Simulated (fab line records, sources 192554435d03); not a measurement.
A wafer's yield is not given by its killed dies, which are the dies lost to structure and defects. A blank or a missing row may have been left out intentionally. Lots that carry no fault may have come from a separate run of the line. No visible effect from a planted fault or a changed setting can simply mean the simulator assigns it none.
Split-lot study || flow n5 finfet || route with 1938 steps; 7 lots, 39 wafers read

== ABOUT THE SPLIT ==
At N5_FIN_CUT_ETCH_21 (etches SOC in N2/H2, target depth 219 nm, overetch 43.8 nm, time 523.5 s), the setting time s was moved away from the recipe's 523.5 s on 12 of the 39 wafers read, by -23.7% to +23.3%. This setting was run at the recipe's value on the other wafers.

Reading taken at the split's own step.

== THE READING ==
SiARC_of_FIN_CUT_COAT_19.thk nm (the simulator's own value, which no gauge read), in nm, at N5_FIN_CUT_ETCH_21 (etches SOC in N2/H2, target depth 219 nm, overetch 43.8 nm, time 523.5 s). The file does not state a usual value for it. Across the 27 wafers here that went through the recipe, the average is 11.8 nm and the standard deviation 0.17 nm.

{"wafer": "L079.1", "tool, chamber at the split": "rie diel-05, 3", "time s as run, s": 523.5, "against the recipe": "recipe", "SiARC_of_FIN_CUT_COAT_19.thk nm, nm": 11.8, "against lot-mates on the recipe": "-"}
{"wafer": "L079.6", "tool, chamber at the split": "rie diel-05, 3", "time s as run, s": 523.5, "against the recipe": "recipe", "SiARC_of_FIN_CUT_COAT_19.thk nm, nm": 11.8, "against lot-mates on the recipe": "-"}
{"wafer": "L079.2", "tool, chamber at the split": "rie diel-05, 0", "time s as run, s": 600.6, "against the recipe": "+14.7%", "SiARC_of_FIN_CUT_COAT_19.thk nm, nm": 10.6, "against lot-mates on the recipe": -1.3}
{"wafer": "L079.5", "tool, chamber at the split": "rie diel-05, 0", "time s as run, s": 600.6, "against the recipe": "+14.7%", "SiARC_of_FIN_CUT_COAT_19.thk nm, nm": 10.6, "against lot-mates on the recipe": -1.3}
{"wafer": "L079.3", "tool, chamber at the split": "rie diel-05, 1", "time s as run, s": 600.6, "against the recipe": "+14.7%", "SiARC_of_FIN_CUT_COAT_19.thk nm, nm": 11.4, "against lot-mates on the recipe": -0.5}
{"wafer": "L079.4", "tool, chamber at the split": "rie diel-05, 2", "time s as run, s": 523.5, "against the recipe": "recipe", "SiARC_of_FIN_CUT_COAT_19.thk nm, nm": 12, "against lot-mates on the recipe": "-"}
{"wafer": "L081.1", "tool, chamber at the split": "rie diel-05, 1", "time s as run, s": 523.5, "against the recipe": "recipe", "SiARC_of_FIN_CUT_COAT_19.thk nm, nm": 12.2, "against lot-mates on the recipe": "-"}
{"wafer": "L081.2", "tool, chamber at the split": "rie diel-05, 0,3,3", "time s as run, s": 645.3, "against the recipe": "+23.3%", "SiARC_of_FIN_CUT_COAT_19.thk nm, nm": 9.8, "against lot-mates on the recipe": -2.2}
{"wafer": "L081.4", "tool, chamber at the split": "rie diel-05, 0,3,3", "time s as run, s": 645.3, "against the recipe": "+23.3%", "SiARC_of_FIN_CUT_COAT_19.thk nm, nm": 9.8, "against lot-mates on the recipe": -2.2}
{"wafer": "L081.5", "tool, chamber at the split": "rie diel-05, 0,3,3", "time s as run, s": 645.3, "against the recipe": "+23.3%", "SiARC_of_FIN_CUT_COAT_19.thk nm, nm": 9.8, "against lot-mates on the recipe": -2.2}
{"wafer": "L081.3", "tool, chamber at the split": "rie diel-05, 2", "time s as run, s": 523.5, "against the recipe": "recipe", "SiARC_of_FIN_CUT_COAT_19.thk nm, nm": 12, "against lot-mates on the recipe": "-"}
{"wafer": "L081.6", "tool, chamber at the split": "rie diel-05, 0", "time s as run, s": 523.5, "against the recipe": "recipe", "SiARC_of_FIN_CUT_COAT_19.thk nm, nm": 11.8, "against lot-mates on the recipe": "-"}
{"wafer": "L083.1", "tool, chamber at the split": "rie diel-05, 1", "time s as run, s": 523.5, "against the recipe": "recipe", "SiARC_of_FIN_CUT_COAT_19.thk nm, nm": 12.4, "against lot-mates on the recipe": "-"}
{"wafer": "L083.2", "tool, chamber at the split": "rie diel-05, 2", "time s as run, s": 523.5, "against the recipe": "recipe", "SiARC_of_FIN_CUT_COAT_19.thk nm, nm": 12, "against lot-mates on the recipe": "-"}
{"wafer": "L083.3", "tool, chamber at the split": "rie diel-05, 3,0,0,3", "time s as run, s": 523.5, "against the recipe": "recipe", "SiARC_of_FIN_CUT_COAT_19.thk nm, nm": 11.8, "against lot-mates on the recipe": "-"}
{"wafer": "L083.4", "tool, chamber at the split": "rie diel-05, 3,0,0,3", "time s as run, s": 523.5, "against the recipe": "recipe", "SiARC_of_FIN_CUT_COAT_19.thk nm, nm": 11.8, "against lot-mates on the recipe": "-"}
{"wafer": "L083.5", "tool, chamber at the split": "rie diel-05, 3,0,0,3", "time s as run, s": 523.5, "against the recipe": "recipe", "SiARC_of_FIN_CUT_COAT_19.thk nm, nm": 11.8, "against lot-mates on the recipe": "-"}
{"wafer": "L083.6", "tool, chamber at the split": "rie diel-05, 3,0,0,3", "time s as run, s": 523.5, "against the recipe": "recipe", "SiARC_of_FIN_CUT_COAT_19.thk nm, nm": 11.8, "against lot-mates on the recipe": "-"}
{"wafer": "L087.1", "tool, chamber at the split": "rie diel-05, 1", "time s as run, s": 399.6, "against the recipe": "-23.7%", "SiARC_of_FIN_CUT_COAT_19.thk nm, nm": 14.2, "against lot-mates on the recipe": "+2.3"}
{"wafer": "L087.2", "tool, chamber at the split": "rie diel-05, 2", "time s as run, s": 523.5, "against the recipe": "recipe", "SiARC_of_FIN_CUT_COAT_19.thk nm, nm": 12, "against lot-mates on the recipe": "-"}
{"wafer": "L087.3", "tool, chamber at the split": "rie diel-05, 0,3", "time s as run, s": 523.5, "against the recipe": "recipe", "SiARC_of_FIN_CUT_COAT_19.thk nm, nm": 11.8, "against lot-mates on the recipe": "-"}
{"wafer": "L087.4", "tool, chamber at the split": "rie diel-05, 0,3", "time s as run, s": 523.5, "against the recipe": "recipe", "SiARC_of_FIN_CUT_COAT_19.thk nm, nm": 11.8, "against lot-mates on the recipe": "-"}
{"wafer": "L087.5", "tool, chamber at the split": "rie diel-05, 3", "time s as run, s": 399.6, "against the recipe": "-23.7%", "SiARC_of_FIN_CUT_COAT_19.thk nm, nm": 13.6, "against lot-mates on the recipe": "+1.7"}
{"wafer": "L087.6", "tool, chamber at the split": "rie diel-05, 2", "time s as run, s": 399.6, "against the recipe": "-23.7%", "SiARC_of_FIN_CUT_COAT_19.thk nm, nm": 13.8, "against lot-mates on the recipe": "+1.9"}
{"wafer": "L088.1", "tool, chamber at the split": "rie diel-05, 0,3,0", "time s as run, s": 523.5, "against the recipe": "recipe", "SiARC_of_FIN_CUT_COAT_19.thk nm, nm": 11.8, "against lot-mates on the recipe": "-"}
{"wafer": "L088.3", "tool, chamber at the split": "rie diel-05, 0,3,0", "time s as run, s": 523.5, "against the recipe": "recipe", "SiARC_of_FIN_CUT_COAT_19.thk nm, nm": 11.8, "against lot-mates on the recipe": "-"}
{"wafer": "L088.6", "tool, chamber at the split": "rie diel-05, 0,3,0", "time s as run, s": 523.5, "against the recipe": "recipe", "SiARC_of_FIN_CUT_COAT_19.thk nm, nm": 11.8, "against lot-mates on the recipe": "-"}
{"wafer": "L088.2", "tool, chamber at the split": "rie diel-05, 1", "time s as run, s": 482.8, "against the recipe": "-7.8%", "SiARC_of_FIN_CUT_COAT_19.thk nm, nm": 13, "against lot-mates on the recipe": "+1.2"}
{"wafer": "L088.5", "tool, chamber at the split": "rie diel-05, 1", "time s as run, s": 482.8, "against the recipe": "-7.8%", "SiARC_of_FIN_CUT_COAT_19.thk nm, nm": 13, "against lot-mates on the recipe": "+1.2"}
{"wafer": "L088.4", "tool, chamber at the split": "rie diel-05, 2", "time s as run, s": 482.8, "against the recipe": "-7.8%", "SiARC_of_FIN_CUT_COAT_19.thk nm, nm": 12.6, "against lot-mates on the recipe": "+0.8"}
{"wafer": "L091.4", "tool, chamber at the split": "rie diel-04, 2,0", "time s as run, s": 523.5, "against the recipe": "recipe", "SiARC_of_FIN_CUT_COAT_19.thk nm, nm": 11.6, "against lot-mates on the recipe": "-"}
{"wafer": "L091.6", "tool, chamber at the split": "rie diel-04, 2,0", "time s as run, s": 523.5, "against the recipe": "recipe", "SiARC_of_FIN_CUT_COAT_19.thk nm, nm": 11.6, "against lot-mates on the recipe": "-"}
{"wafer": "L091.5", "tool, chamber at the split": "rie diel-04, 1", "time s as run, s": 523.5, "against the recipe": "recipe", "SiARC_of_FIN_CUT_COAT_19.thk nm, nm": 11.8, "against lot-mates on the recipe": "-"}
{"wafer": "L092.1", "tool, chamber at the split": "rie diel-04, 2,1,3", "time s as run, s": 523.5, "against the recipe": "recipe", "SiARC_of_FIN_CUT_COAT_19.thk nm, nm": 11.8, "against lot-mates on the recipe": "-"}
{"wafer": "L092.2", "tool, chamber at the split": "rie diel-04, 2,1,3", "time s as run, s": 523.5, "against the recipe": "recipe", "SiARC_of_FIN_CUT_COAT_19.thk nm, nm": 11.8, "against lot-mates on the recipe": "-"}
{"wafer": "L092.4", "tool, chamber at the split": "rie diel-04, 2,1,3", "time s as run, s": 523.5, "against the recipe": "recipe", "SiARC_of_FIN_CUT_COAT_19.thk nm, nm": 11.8, "against lot-mates on the recipe": "-"}
{"wafer": "L092.3", "tool, chamber at the split": "rie diel-04, 0,2", "time s as run, s": 523.5, "against the recipe": "recipe", "SiARC_of_FIN_CUT_COAT_19.thk nm, nm": 11.6, "against lot-mates on the recipe": "-"}
{"wafer": "L092.5", "tool, chamber at the split": "rie diel-04, 0,2", "time s as run, s": 523.5, "against the recipe": "recipe", "SiARC_of_FIN_CUT_COAT_19.thk nm, nm": 11.6, "against lot-mates on the recipe": "-"}
{"wafer": "L092.6", "tool, chamber at the split": "rie diel-04, 1", "time s as run, s": 523.5, "against the recipe": "recipe", "SiARC_of_FIN_CUT_COAT_19.thk nm, nm": 12, "against lot-mates on the recipe": "-"}
Rows listing several chambers each stand for several wafers; the file does not say which wafer went through which chamber.

THE FIT
A straight line over all 39 wafers: SiARC_of_FIN_CUT_COAT_19.thk nm changes by -0.0856 nm for each +1% of time s; r = -0.97; the points scatter about the line by 0.24 nm.
The same after taking each lot's own level away (the mean of its wafers on the recipe; 39 wafers): -0.0883 nm for each +1%; r = -0.97; scatter 0.23 nm.
That fit puts the effect of the largest move of time s on the reading at 2.1 nm.
From 11.67 to 12.00 nm: that is the span of the lots' own levels, equal to 1.9 times the standard deviation above.
Consequently the slope shifts little with the lot-to-lot level, the two slopes agreeing.
Check: for one of the wafers moved furthest among these (-23.7%), held out of the fit, the line's prediction against its lot-mates is +2.08 nm. Against them it came out at +2.33 nm.

== FURTHER SPLITS ON THESE WAFERS ==
Other splits were also applied to these wafers ahead of the reading. Each is held against what the fit with the lots' levels taken away leaves over:
{"other split on the same wafers": "N5_FIN_SAQP_HM_DEP_03 time s", "wafers away from the commonest value": 9, "r with SiARC_of_FIN_CUT_COAT_19.thk nm (lot level and that fit taken away)": -0.23}

== THE FILE'S OWN FIT ==
SiARC_of_FIN_CUT_COAT_19.thk nm changes by -0.0881 nm for each +1% of time s, r = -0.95.
